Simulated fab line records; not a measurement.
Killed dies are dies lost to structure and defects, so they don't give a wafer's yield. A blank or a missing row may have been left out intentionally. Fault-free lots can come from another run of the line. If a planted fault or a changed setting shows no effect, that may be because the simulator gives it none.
fab line records | flow n5-finfet
[record] lots = 7 wafers = 39
route steps=1938 shown BEOL_M1@800 BEOL_M3@980 BEOL_M5@1160
start-h: the number of hours between the record's first day and the start of the first shown wafer of the lot | wait-h: how many hours have passed since the lot's step before this one | " as in the row above | L1.1+2: a single row standing in for several wafers | - no value present, or no start provided | * or withheld: withheld | < > ~ a bound
route shown NAME@n: a module of which the file shows steps, and the number in the route of the first | usual: mean/standard deviation taken from wafers without a fault | same: alike in all rows | chamber/n: place in a boat | sites: the reading at each site | _std_site: their standard deviation | _edge_site: the outer-site mean with the inner-site mean subtracted | radius-mm: how far each site lies from the wafer's centre | mask NAME#n: copy n | behind: the most recent tool/chamber to have shaped the wafer | hold: the reason the lot was held/the length of the hold in hours/how it ended | device: which transistor (n, p or np) failed to switch | end of line: tests run on the same wafers once the route is complete | a step without rows: its recipe alone | killed: the dies lost at the first sort to structure and to defects; this is not the yield of the wafer | map: a wafer's dies, marking killed ones x, the rest . and places with no die _
set.NAME: the setting that was run; set.NAME@STEP: the one run at that earlier step | model.NAME: the simulator's own value behind a step, which no gauge read
one table per step and one row per wafer, for lots whose settings were changed on purpose
[[steps]]
[step N5_BEOL_M1_TRENCH_ETCH_37]
[recipe] chemistry = C4F6/O2 target-depth-a = 552.07 target = SiOC time-s = 29 ion-energy-ev = 250 pressure-mtorr = 30 source-w = 355 bias-w = 185 Ar_flow_sccm = 300 C4F6_flow_sccm = 10 O2_flow_sccm = 10
// columns lot.wafer tool chamber start-h wait-h set.target-depth-a model.BEOL_M1.feature-depth-nm model.etch.depth-nm model.TiN_of_BEOL_M1_HM_DEP_02.thk-nm
L074.3 rie-diel-04 0 - - 552.07 56 56.01 17.4
L074.5 " 0 " " 552.07 56.4 56.43 17.4
L074.6 " 3 " " 552.07 56.2 56.28 17.6
L075.1 rie-diel-05 2 - - 387.4 38.8 38.82 18.8
L075.2 " 3 " " 552.07 53.8 53.88 18
L075.3 " 1 " " 552.07 56 56.01 18
L075.4 " 0 " " 387.4 38.6 38.56 18.8
L075.5 " 3 " " 387.4 37.6 37.7 18.6
L075.6 " 2 " " 552.07 55.6 55.63 18
L081.1 rie-diel-02 1 - - 337.3 32.4 32.46 18.6
L081.2 " 0 " " 337.3 33.8 33.74 18.4
L081.3 " 3 " " 337.3 34.2 34.13 18.2
L081.4 " 3 " " 552.07 55.8 55.87 17.6
L081.5 " 0 " " 552.07 55.6 55.55 17.4
L081.6 " 1 " " 552.07 53.2 53.13 17.6
L080.1 rie-diel-05 2 - - 552.07 54.8 54.84 17.8
L080.2 " 3 " " 811.7 79.4 79.42 16.6
L080.3 " 1 " " 552.07 55.4 55.44 17.8
L080.4 " 0 " " 811.7 80 79.98 16.8
L080.5 " 1 " " 811.7 82 82 16.8
L080.6 " 2 " " 552.07 55.6 55.68 17.6
L088.1 rie-diel-04 2 - - 552.07 56.8 56.84 17.6
L088.2 " 3 " " 552.07 56.2 56.24 18
L088.3 " 0 " " 669.4 68 68.06 17.2
L088.4 " 1 " " 552.07 56.4 56.42 17.6
L088.5 " 3 " " 669.4 68.4 68.33 17.2
L088.6 " 0 " " 669.4 67.6 67.59 17.6
L093.1 rie-diel-05 1 - - 552.07 55.2 55.2 17.8
L093.2 " 3 " " 552.07 53.8 53.74 17.4
L093.3 " 0 " " 259.7 25.6 25.68 18.8
L093.4 " 1 " " 259.7 26 26.01 18.4
L093.5 " 3 " " 259.7 25.2 25.22 18.8
L093.6 " 0 " " 552.07 54.8 54.83 17.4
L094.1 rie-diel-05 1 - - 552.07 54.8 54.81 17.6
L094.2 " 2 " " 552.07 55.8 55.9 17.6
L094.3 " 3 " " 552.07 53.2 53.22 17.6
L094.4 " 0 " " 552.07 54.8 54.79 17.8
L094.5 " 2 " " 552.07 55 54.94 17.6
L094.6 " 1 " " 552.07 55 54.97 18
[step N5_BEOL_M1_ETCH_41]
[recipe] chemistry = CH3F/O2 target = SiCN target-depth-a = 319 taper-deg = 2 time-s = 57.8 ion-energy-ev = 120 mask-material = TiN pressure-mtorr = 30 source-w = 395 bias-w = 75 Ar_flow_sccm = 150 CH3F_flow_sccm = 30 O2_flow_sccm = 20
[step N5_BEOL_M1_STRIP_97]
[recipe] chemistry = N2/H2 time-s = 10 power-w = 450 temp-c = 40 pressure-mtorr = 20 rf-frequency-hz = 6e+07 bias-power-w = 7 n2-flow-sccm = 200 h2-flow-sccm = 200
[step N5_BEOL_M1_OCD_MEAS_38]
[usual] trench-depth-nm = 55.0/1
// columns lot.wafer tool chamber start-h wait-h set.target-depth-a@BEOL_M1_TRENCH_ETCH_37 trench-depth-nm
L074.3 ocd-01 - 127.50 - 552.07 56.4
L074.5 " - " " 552.07 56.0
L074.6 " - " " 552.07 56.6
L075.1 ocd-02 - 130.98 - 387.4 39.1
L075.2 " - " " 552.07 53.7
L075.3 " - " " 552.07 56.1
L075.4 " - " " 387.4 38.7
L075.5 " - " " 387.4 37.6
L075.6 " - " " 552.07 55.1
L081.1 ocd-01 - 171.47 - 337.3 32.2
L081.2 " - " " 337.3 33.6
L081.3 " - " " 337.3 34.1
L081.4 " - " " 552.07 55.7
L081.5 " - " " 552.07 55.4
L081.6 " - " " 552.07 53.2
L080.1 ocd-02 - 176.77 - 552.07 54.8
L080.2 " - " " 811.7 79.7
L080.3 " - " " 552.07 55.5
L080.4 " - " " 811.7 80.4
L080.5 " - " " 811.7 81.5
L080.6 " - " " 552.07 55.3
L088.1 ocd-02 - 208.19 - 552.07 56.8
L088.2 " - " " 552.07 55.9
L088.3 " - " " 669.4 68.5
L088.4 " - " " 552.07 56.5
L088.5 " - " " 669.4 68.5
L088.6 " - " " 669.4 67.3
L093.1 ocd-01 - 237.37 - 552.07 54.9
L093.2 " - " " 552.07 53.7
L093.3 " - " " 259.7 25.9
L093.4 " - " " 259.7 26.2
L093.5 " - " " 259.7 24.9
L093.6 " - " " 552.07 55.0
L094.1 ocd-01 - 242.88 - 552.07 54.4
L094.2 " - " " 552.07 56.1
L094.3 " - " " 552.07 53.2
L094.4 " - " " 552.07 54.9
L094.5 " - " " 552.07 54.8
L094.6 " - " " 552.07 55.1
[step N5_BEOL_M3_TRENCH_ETCH_37]
[recipe] chemistry = C4F6/O2 target-depth-a = 555.55 target = SiOC time-s = 29.2 ion-energy-ev = 250 pressure-mtorr = 30 source-w = 355 bias-w = 185 Ar_flow_sccm = 300 C4F6_flow_sccm = 10 O2_flow_sccm = 10
// columns lot.wafer tool chamber start-h wait-h set.target-depth-a model.etch.depth-nm model.BEOL_M3.feature-depth-nm model.TiN_of_BEOL_M3_HM_DEP_02.thk-nm
L074.3 rie-diel-02 3 - - 555.55 56.09 56 17.6
L074.5 " 3 " " 555.55 55.24 55.2 17.8
L074.6 " 1 " " 555.55 52.88 52.8 17.6
L075.1 rie-diel-05 3 - - 679.7 66.67 66.6 17.4
L075.2 " 2 " " 555.55 55.64 55.6 18
L075.3 " 1 " " 679.7 69.13 69.2 17.6
L075.4 " 0 " " 555.55 55.46 55.4 18
L075.5 " 1 " " 555.55 56.29 56.2 17.8
L075.6 " 2 " " 679.7 68.2 68.2 17.4
L081.1 rie-diel-05 3 - - 555.55 54.13 54.2 17.8
L081.2 " 2 " " 555.55 56.14 56.2 18
L081.3 " 0 " " 555.55 55.24 55.2 18
L081.4 " 0 " " 555.55 55.08 55 17.6
L081.5 " 2 " " 555.55 56 56 17.8
L081.6 " 3 " " 555.55 54.93 55 17.6
L080.1 rie-diel-04 1 - - 309.4 31.58 31.6 18.8
L080.2 " 0 " " 555.55 56.94 57 17.8
L080.3 " 3 " " 309.4 31.49 31.4 19
L080.4 " 2 " " 555.55 57.38 57.4 17.6
L080.5 " 3 " " 309.4 31.55 31.6 19
L080.6 " 2 " " 555.55 57.71 57.8 17.6
L088.1 rie-diel-05 0 - - 555.55 55.52 55.6 17.2
L088.2 " 1 " " 293 29.79 29.8 18.2
L088.3 " 3 " " 555.55 54.11 54.2 17.4
L088.4 " 2 " " 293 29.92 30 18.6
L088.5 " 0 " " 555.55 55.41 55.4 17.4
L088.6 " 3 " " 293 28.79 28.8 18.4
L093.1 rie-diel-04 0 - - 555.55 55.95 56 17.8
L093.2 " 3 " " 873.4 87.52 87.6 16.6
L093.3 " 2 " " 873.4 89.49 89.4 16.2
L093.4 " 1 " " 555.55 55.95 56 17.6
L093.5 " 3 " " 555.55 56.27 56.2 17.6
L093.6 " 2 " " 873.4 89.76 89.8 16.2
L094.1 rie-diel-05 1 - - 425.2 42.63 42.6 17.8
L094.2 " 2 " " 555.55 56.03 56 17
L094.3 " 3 " " 425.2 41.42 41.4 18
L094.4 " 0 " " 555.55 55.78 55.8 17.6
L094.5 " 3 " " 425.2 41.78 41.8 18
L094.6 " 0 " " 555.55 54.87 54.8 17
[step N5_BEOL_M3_ETCH_41]
[recipe] chemistry = CH3F/O2 target = SiCN target-depth-a = 299 taper-deg = 2 time-s = 52.5 ion-energy-ev = 120 mask-material = TiN pressure-mtorr = 30 source-w = 395 bias-w = 75 Ar_flow_sccm = 150 CH3F_flow_sccm = 30 O2_flow_sccm = 20
[step N5_BEOL_M3_STRIP_97]
[recipe] chemistry = N2/H2 time-s = 10 power-w = 450 temp-c = 40 pressure-mtorr = 20 rf-frequency-hz = 6e+07 bias-power-w = 7 n2-flow-sccm = 200 h2-flow-sccm = 200
[step N5_BEOL_M3_OCD_MEAS_38]
[usual] trench-depth-nm = 55.7/1
// columns lot.wafer tool chamber start-h wait-h set.target-depth-a@BEOL_M3_TRENCH_ETCH_37 trench-depth-nm
L074.3 ocd-01 - 148.51 - 555.55 55.8
L074.5 " - " " 555.55 55.2
L074.6 " - " " 555.55 53.4
L075.1 ocd-01 - 151.46 - 679.7 66.7
L075.2 " - " " 555.55 55.5
L075.3 " - " " 679.7 68.8
L075.4 " - " " 555.55 55.7
L075.5 " - " " 555.55 55.9
L075.6 " - " " 679.7 68.1
L081.1 ocd-01 - 192.74 - 555.55 54.5
L081.2 " - " " 555.55 56.6
L081.3 " - " " 555.55 55.0
L081.4 " - " " 555.55 55.2
L081.5 " - " " 555.55 56.0
L081.6 " - " " 555.55 54.9
L080.1 ocd-02 - 197.61 - 309.4 31.7
L080.2 " - " " 555.55 57.4
L080.3 " - " " 309.4 31.5
L080.4 " - " " 555.55 57.3
L080.5 " - " " 309.4 31.9
L080.6 " - " " 555.55 58.0
L088.1 ocd-01 - 231.06 - 555.55 55.6
L088.2 " - " " 293 30.3
L088.3 " - " " 555.55 54.3
L088.4 " - " " 293 29.1
L088.5 " - " " 555.55 55.4
L088.6 " - " " 293 28.2
L093.1 ocd-01 - 269.83 - 555.55 55.6
L093.2 " - " " 873.4 87.2
L093.3 " - " " 873.4 89.1
L093.4 " - " " 555.55 55.5
L093.5 " - " " 555.55 56.4
L093.6 " - " " 873.4 89.9
L094.1 ocd-02 - 274.96 - 425.2 43.1
L094.2 " - " " 555.55 55.9
L094.3 " - " " 425.2 41.4
L094.4 " - " " 555.55 56.1
L094.5 " - " " 425.2 41.8
L094.6 " - " " 555.55 54.8
[step N5_BEOL_M5_TRENCH_ETCH_37]
[recipe] chemistry = C4F6/O2 target-depth-a = 716.52 target = SiCOH_lowk time-s = 24.7 ion-energy-ev = 250 pressure-mtorr = 30 source-w = 345 bias-w = 185 Ar_flow_sccm = 300 C4F6_flow_sccm = 10 O2_flow_sccm = 10
// columns lot.wafer tool chamber start-h wait-h set.target-depth-a model.etch.depth-nm model.BEOL_M5.feature-depth-nm model.TiN_of_BEOL_M5_HM_DEP_02.thk-nm
L074.3 rie-diel-02 3 - - 716.52 71.87 71.8 18.2
L074.5 " 1 " " 716.52 68.54 68.6 18.2
L074.6 " 3 " " 716.52 71.35 71.4 18
L075.1 rie-diel-02 0 - - 716.52 70.2 70.2 18.2
L075.2 " 3 " " 716.52 71.34 71.4 18.4
L075.3 " 1 " " 716.52 67.79 67.8 18.2
L075.4 " 1 " " 716.52 67.61 67.6 18.4
L075.5 " 0 " " 716.52 69.79 69.8 18.4
L075.6 " 3 " " 716.52 71 71 18.2
L081.1 rie-diel-04 0 - - 716.52 71.76 71.8 18.2
L081.2 " 3 " " 716.52 72.33 72.4 18.2
L081.3 " 2 " " 941.9 94.9 94.8 17.2
L081.4 " 1 " " 941.9 94.85 94.8 17.2
L081.5 " 2 " " 716.52 72.27 72.2 18
L081.6 " 1 " " 941.9 95.29 95.2 17.6
L080.1 rie-diel-02 3 - - 716.52 72.13 72.2 17.8
L080.2 " 2 " " 716.52 70.69 70.6 18
L080.3 " 0 " " 901.5 89.83 89.8 17.4
L080.4 " 2 " " 901.5 88.52 88.6 17.6
L080.5 " 3 " " 716.52 71.59 71.6 17.8
L080.6 " 0 " " 901.5 90.47 90.4 17.4
L088.1 rie-diel-04 2 - - 716.52 73.74 73.8 17.8
L088.2 " 1 " " 327.5 33.6 33.6 19.2
L088.3 " 0 " " 327.5 33.33 33.4 19.2
L088.4 " 3 " " 716.52 72.71 72.8 18
L088.5 " 0 " " 327.5 33.37 33.4 19.4
L088.6 " 3 " " 716.52 72.39 72.4 17.8
L093.1 rie-diel-04 0 - - 716.52 72.74 72.8 17.6
L093.2 " 2 " " 716.52 73.81 73.8 17.8
L093.3 " 3 " " 716.52 73.01 73 18
L093.4 " 1 " " 716.52 72.73 72.8 17.8
L093.5 " 0 " " 716.52 73.3 73.2 17.8
L093.6 " 3 " " 716.52 73.01 73 17.6
L094.1 rie-diel-02 2 - - 716.52 70.98 71 18.2
L094.2 " 1 " " 716.52 72.49 72.4 18
L094.3 " 0 " " 716.52 73.09 73 17.6
L094.4 " 1 " " 1134 114.2 114.2 16.6
L094.5 " 0 " " 1134 115.2 115.2 16.8
L094.6 " 2 " " 1134 112.2 112.2 16.8
[step N5_BEOL_M5_ETCH_41]
[recipe] chemistry = CH3F/O2 target = SiCN target-depth-a = 315 taper-deg = 2 time-s = 56.7 ion-energy-ev = 120 mask-material = TiN pressure-mtorr = 30 source-w = 395 bias-w = 75 Ar_flow_sccm = 150 CH3F_flow_sccm = 30 O2_flow_sccm = 20
[step N5_BEOL_M5_STRIP_91]
[recipe] chemistry = N2/H2 time-s = 10 power-w = 450 temp-c = 40 pressure-mtorr = 20 rf-frequency-hz = 6e+07 bias-power-w = 7 n2-flow-sccm = 200 h2-flow-sccm = 200
[step N5_BEOL_M5_OCD_MEAS_38]
[usual] trench-depth-nm = 71.7/1.4
// columns lot.wafer tool chamber start-h wait-h set.target-depth-a@BEOL_M5_TRENCH_ETCH_37 trench-depth-nm
L074.3 ocd-01 - 169.29 - 716.52 72.1
L074.5 " - " " 716.52 68.2
L074.6 " - " " 716.52 71.3
L075.1 ocd-02 - 171.93 - 716.52 69.9
L075.2 " - " " 716.52 71.2
L075.3 " - " " 716.52 67.6
L075.4 " - " " 716.52 67.9
L075.5 " - " " 716.52 69.9
L075.6 " - " " 716.52 71.0
L081.1 ocd-02 - 214.42 - 716.52 71.5
L081.2 " - " " 716.52 72.0
L081.3 " - " " 941.9 94.6
L081.4 " - " " 941.9 95.0
L081.5 " - " " 716.52 72.4
L081.6 " - " " 941.9 95.2
L080.1 ocd-01 - 214.76 - 716.52 72.4
L080.2 " - " " 716.52 70.9
L080.3 " - " " 901.5 90.1
L080.4 " - " " 901.5 88.9
L080.5 " - " " 716.52 71.0
L080.6 " - " " 901.5 90.3
L088.1 ocd-02 - 261.47 - 716.52 74.1
L088.2 " - " " 327.5 33.6
L088.3 " - " " 327.5 33.6
L088.4 " - " " 716.52 72.4
L088.5 " - " " 327.5 33.4
L088.6 " - " " 716.52 72.9
L093.1 ocd-01 - 292.28 - 716.52 73.0
L093.2 " - " " 716.52 73.3
L093.3 " - " " 716.52 72.6
L093.4 " - " " 716.52 72.9
L093.5 " - " " 716.52 73.2
L093.6 " - " " 716.52 73.4
L094.1 ocd-01 - 299.30 - 716.52 71.4
L094.2 " - " " 716.52 72.6
L094.3 " - " " 716.52 73.4
L094.4 " - " " 1134 113.7
L094.5 " - " " 1134 115.0
L094.6 " - " " 1134 112.2
[step N5_BEOL_M5_HM_STRIP_39]
[recipe] chemistry = peroxide-tin-strip material = TiN target-depth-a = 250 temp-c = 50 time-s = 158
[step N5_BEOL_M5_SRD_40]
[recipe] time-s = 30 temp-c = 23 rinse-liquid = diw dry = ipa-marangoni
[step N5_BEOL_M5_ECD_50]
[recipe] material = Cu target-thk-a = 3000
[step N5_BEOL_M5_ANNEAL_51]
[recipe] temp-c = 225 time-s = 90 ambient = N2
[step N5_BEOL_M5_CMP_52]
[recipe] stop-on = SiCOH_lowk t-overpolish-s = 6.9 down-force-psi = 1 platen-rpm = 50 clearing-platen-down-force-psi = 1.5 clearing-platen-rpm = 50 post-cmp-clean = cu-alkaline target-thk-nm = 62 clearing-platen-pad-velocity-m-s = 0.99484 pad-velocity-m-s = 0.99484
// columns lot.wafer tool chamber start-h wait-h set.target-depth-a@BEOL_M5_TRENCH_ETCH_37 model.Cu_of_BEOL_M5_ECD_50.thk-nm
L074.3 cmp-01 2 176.90 0.2 716.52 62.8
L074.6 " 1 " " 716.52 63.4
L074.5 " 2 " " 716.52 58.6
L075.3+4 cmp-03 2,0 180.01 0.2 716.52 57.4
L075.2+6 " 3 " " 716.52 61.4
L075.1 " 1 " " 716.52 60.4
L075.5 " 2 " " 716.52 59.4
L081.2 cmp-01 3 221.47 0.2 716.52 61
L081.1 " 0 " " 716.52 61.6
L081.3 " 1 " " 941.9 86.4
L081.4 " 2 " " 941.9 85.8
L081.6 " 3 " " 941.9 83.2
L081.5 " 0 " " 716.52 62.4
L080.2 cmp-03 3 223.45 0.2 716.52 61.2
L080.1 " 0 " " 716.52 63.4
L080.4 " 1 " " 901.5 79.8
L080.3 " 2 " " 901.5 81
L080.6 " 3 " " 901.5 80
L080.5 " 0 " " 716.52 63.6
L088.4+6 cmp-02 0 267.67 0.1 716.52 63.2
L088.2 " 1 " " 327.5 21.6
L088.1 " 2 " " 716.52 62.4
L088.3 " 3 " " 327.5 23.2
L088.5 " 1 " " 327.5 21.2
L093.2 cmp-01 2 298.42 0.2 716.52 64
L093.3+6 " 3 " " 716.52 62
L093.4 " 0 " " 716.52 62.6
L093.1 " 1 " " 716.52 64.6
L093.5 " 2 " " 716.52 65
L094.3 cmp-03 3 307.20 0.3 716.52 64.2
L094.4 " 0 " " 1134 105.6
L094.1 " 1 " " 716.52 61.4
L094.2 " 2 " " 716.52 64.6
L094.5 " 3 " " 1134 106.2
L094.6 " 0 " " 1134 104.6
[step N5_BEOL_M5_THK_MEAS_53]
[recipe] thk-meas-gauge = xrf reads = Cu_of_BEOL_M5_ECD_50
[usual] M5_THK = 60.1/1.9
// columns lot.wafer tool chamber start-h wait-h set.target-depth-a@BEOL_M5_TRENCH_ETCH_37 M5_THK[nm]
L074.3 film-metro-02 - 177.16 - 716.52 60.6
L074.5 " - " " 716.52 56.4
L074.6 " - " " 716.52 61.3
L075.1 film-metro-02 - 180.30 - 716.52 58.0
L075.2 " - " " 716.52 58.8
L075.3 " - " " 716.52 55.4
L075.4 " - " " 716.52 55.2
L075.5 " - " " 716.52 57.1
L075.6 " - " " 716.52 58.6
L081.1 film-metro-02 - 221.76 - 716.52 59.9
L081.2 " - " " 716.52 59.7
L081.3 " - " " 941.9 83.8
L081.4 " - " " 941.9 83.3
L081.5 " - " " 716.52 60.5
L081.6 " - " " 941.9 80.6
L080.1 film-metro-02 - 223.89 - 716.52 61.3
L080.2 " - " " 716.52 59.0
L080.3 " - " " 901.5 78.3
L080.4 " - " " 901.5 77.2
L080.5 " - " " 716.52 61.9
L080.6 " - " " 901.5 77.3
L088.1 film-metro-01 - 267.96 - 716.52 60.9
L088.2 " - " " 327.5 21.2
L088.3 " - " " 327.5 22.6
L088.4 " - " " 716.52 61.5
L088.5 " - " " 327.5 20.8
L088.6 " - " " 716.52 61.5
L093.1 film-metro-02 - 298.71 - 716.52 62.4
L093.2 " - " " 716.52 61.9
L093.3 " - " " 716.52 60.0
L093.4 " - " " 716.52 60.7
L093.5 " - " " 716.52 63.2
L093.6 " - " " 716.52 60.3
L094.1 film-metro-02 - 307.50 - 716.52 59.7
L094.2 " - " " 716.52 62.6
L094.3 " - " " 716.52 62.4
L094.4 " - " " 1134 102.4
L094.5 " - " " 1134 102.6
L094.6 " - " " 1134 101.2
[step N5_BEOL_M5_PRE_CLEAN_77]
[recipe] gas = NH3/H2 time-s = 15 temp-c = * rf-power-w = 300
[step N5_BEOL_M5_CO_CAP_78]
[recipe] material = Co target-thk-a = 20 temp-c = 200 precursor = CCTBA/H2 pressure-torr = 30 time-s = 102.1
[step N5_BEOL_M5_PRE_CLEAN_55]
[recipe] gas = NH3 time-s = 15 temp-c = withheld rf-power-w = 300
[step N5_BEOL_M5_DEP_56]
[recipe] material = SiCN target-thk-a = 80 temp-c = withheld precursor = 3MS/NH3 pressure-torr = 3 rf-w = 202 time-s = 14
[step N5_BEOL_M5_RS_MEAS_57]
[recipe] thk-meas-gauge = four-point-probe reads = Co_of_BEOL_M5_CO_CAP_78+Cu_of_BEOL_M5_ECD_50+Co_of_BEOL_M5_CVD_47+TaN_of_BEOL_M5_ALD_86
[usual] M5_RS = 0.388/0.014
// columns lot.wafer tool chamber start-h wait-h set.target-depth-a@BEOL_M5_TRENCH_ETCH_37 M5_RS[ohm/sq]
L074.3 film-metro-01 - 177.42 0.1 716.52 0.381
L074.5 " - " " 716.52 0.412
L074.6 " - " " 716.52 0.377
L075.1 film-metro-02 - 180.56 0.0 716.52 0.399
L075.2 " - " " 716.52 0.391
L075.3 " - " " 716.52 0.425
L075.4 " - " " 716.52 0.425
L075.5 " - " " 716.52 0.407
L075.6 " - " " 716.52 0.392
L081.1 film-metro-02 - 222.02 0.0 716.52 0.390
L081.2 " - " " 716.52 0.394
L081.3 " - " " 941.9 0.260
L081.4 " - " " 941.9 0.262
L081.5 " - " " 716.52 0.384
L081.6 " - " " 941.9 0.271
L080.1 film-metro-02 - 224.15 0.0 716.52 0.376
L080.2 " - " " 716.52 0.392
L080.3 " - " " 901.5 0.282
L080.4 " - " " 901.5 0.287
L080.5 " - " " 716.52 0.374
L080.6 " - " " 901.5 0.286
L088.1 film-metro-02 - 268.24 0.0 716.52 0.383
L088.2 " - " " 327.5 1.510
L088.3 " - " " 327.5 1.376
L088.4 " - " " 716.52 0.378
L088.5 " - " " 327.5 1.552
L088.6 " - " " 716.52 0.379
L093.1 film-metro-02 - 299.01 0.1 716.52 0.367
L093.2 " - " " 716.52 0.372
L093.3 " - " " 716.52 0.386
L093.4 " - " " 716.52 0.382
L093.5 " - " " 716.52 0.366
L093.6 " - " " 716.52 0.386
L094.1 film-metro-01 - 307.76 0.0 716.52 0.391
L094.2 " - " " 716.52 0.367
L094.3 " - " " 716.52 0.370
L094.4 " - " " 1134 0.207
L094.5 " - " " 1134 0.206
L094.6 " - " " 1134 0.209
[[key]]
[split] step = N5_BEOL_M1_TRENCH_ETCH_37 setting = target-depth-a stated = 552.07 by = wafer
[response] step = N5_BEOL_M1_TRENCH_ETCH_37 reading = model.BEOL_M1.feature-depth-nm change = +0.546 per = 1% r = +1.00
[response] step = N5_BEOL_M1_TRENCH_ETCH_37 reading = model.etch.depth-nm change = +0.546 per = 1% r = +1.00
[response] step = N5_BEOL_M1_TRENCH_ETCH_37 reading = model.TiN_of_BEOL_M1_HM_DEP_02.thk-nm change = -0.0217 per = 1% r = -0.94
[response] step = N5_BEOL_M1_OCD_MEAS_38 reading = trench-depth-nm change = +0.545 per = 1% r = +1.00
[split] step = N5_BEOL_M3_TRENCH_ETCH_37 setting = target-depth-a stated = 555.55 by = wafer
[response] step = N5_BEOL_M3_TRENCH_ETCH_37 reading = model.etch.depth-nm change = +0.566 per = 1% r = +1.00
[response] step = N5_BEOL_M3_TRENCH_ETCH_37 reading = model.BEOL_M3.feature-depth-nm change = +0.566 per = 1% r = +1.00
[response] step = N5_BEOL_M3_TRENCH_ETCH_37 reading = model.TiN_of_BEOL_M3_HM_DEP_02.thk-nm change = -0.0247 per = 1% r = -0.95
[response] step = N5_BEOL_M3_OCD_MEAS_38 reading = trench-depth-nm change = +0.568 per = 1% r = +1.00
[split] step = N5_BEOL_M5_TRENCH_ETCH_37 setting = target-depth-a stated = 716.52 by = wafer
[response] step = N5_BEOL_M5_TRENCH_ETCH_37 reading = model.etch.depth-nm change = +0.72 per = 1% r = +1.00
[response] step = N5_BEOL_M5_TRENCH_ETCH_37 reading = model.BEOL_M5.feature-depth-nm change = +0.721 per = 1% r = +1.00
[response] step = N5_BEOL_M5_TRENCH_ETCH_37 reading = model.TiN_of_BEOL_M5_HM_DEP_02.thk-nm change = -0.0227 per = 1% r = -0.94
[response] step = N5_BEOL_M5_OCD_MEAS_38 reading = trench-depth-nm change = +0.719 per = 1% r = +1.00
[response] step = N5_BEOL_M5_CMP_52 reading = model.Cu_of_BEOL_M5_ECD_50.thk-nm change = +0.733 per = 1% r = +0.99
[response] step = N5_BEOL_M5_THK_MEAS_53 reading = M5_THK change = +0.708 per = 1% r = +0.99
[response] step = N5_BEOL_M5_RS_MEAS_57 reading = M5_RS shape = bent at-lowest = 1.479 at-stated = 0.387 at-highest = 0.207
